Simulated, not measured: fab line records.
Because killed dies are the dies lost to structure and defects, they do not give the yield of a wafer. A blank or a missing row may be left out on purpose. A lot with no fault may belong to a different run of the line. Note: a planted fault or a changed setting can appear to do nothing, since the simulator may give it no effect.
Which tool is to blame?    flow nandHarc    route of 1159 steps, sampled at 1 step: 24 lots, 72 wafers

WHAT EACH GAUGE READ, for each wafer
NHARC_P_M2_INSPECT_27. Usual: 307 for rawDefectCount, sd 100.
lot   measured      on                rawDefectCount  flag
L074  day 5 22:49   defectInspect-01  366 251 348     
L075  day 6 16:56   defectInspect-02  340 358 265     
L076  day 6 17:35   defectInspect-01  327 242 546     
L077  day 6 18:51   defectInspect-02  399 311 580     
L078  day 7 16:28   defectInspect-02  216 184 193     
L079  day 7 17:11   defectInspect-01  229 321 270     
L080  day 8 03:10   defectInspect-02  475 364 310     
L081  day 8 08:02   defectInspect-02  358 351 362     
L082  day 8 14:24   defectInspect-01  260 404 313     
L083  day 8 15:02   defectInspect-01  449 462 346     
L084  day 8 19:49   defectInspect-01  417 360 241     
L087  day 9 10:47   defectInspect-02  311 308 161     
L085  day 9 11:39   defectInspect-01  345 307 199     
L088  day 9 14:41   defectInspect-02  383 274 273     
L086  day 9 22:11   defectInspect-01  378 382 337     
L090  day 10 09:25  defectInspect-02  245 448 292     
L089  day 10 10:01  defectInspect-01  280 202 250     
L091  day 10 16:57  defectInspect-02  344 325 339     
L092  day 10 18:04  defectInspect-02  228 192 142     
L093  day 10 18:31  defectInspect-01  609 348 357     
L094  day 11 06:55  defectInspect-01  215 159 280     
L095  day 11 08:58  defectInspect-02  223 312 260     
L097  day 11 16:23  defectInspect-02  231 218 307     
L096  day 11 16:42  defectInspect-02  303 412 326     

WHAT TOOL EACH LOT RAN ON (gives the tool, then ch and the chambers of the sampled wafers, and finally the start)
No process step before these readings appears in the record.

AS READ BY THE TOOLS THEMSELVES (means over the sampled wafers that have a number; for cases with no such wafer, the mark the record gives instead)
The record holds no such reading with a usual standard deviation.

THE ANSWER, worked out from the rows above alone
Rule: a lot is off if the mean of its wafers that have a number lies more than 3 standard deviations from the usual mean. A lot without any number at a reading at which 4 lots or more have one is off too. All remaining lots with rows at the step are treated as sound. The gauges are gone through in route order, then the tools' own readings, and for those a lot's mean is taken as printed above. The first step at which some lot is off is used, and at that step the reading that is off furthest; a lot without a number counts as furthest.
No lot is off at any reading shown: from this, nothing can be told.

WHAT HAD BEEN PUT IN BY THE SIMULATOR
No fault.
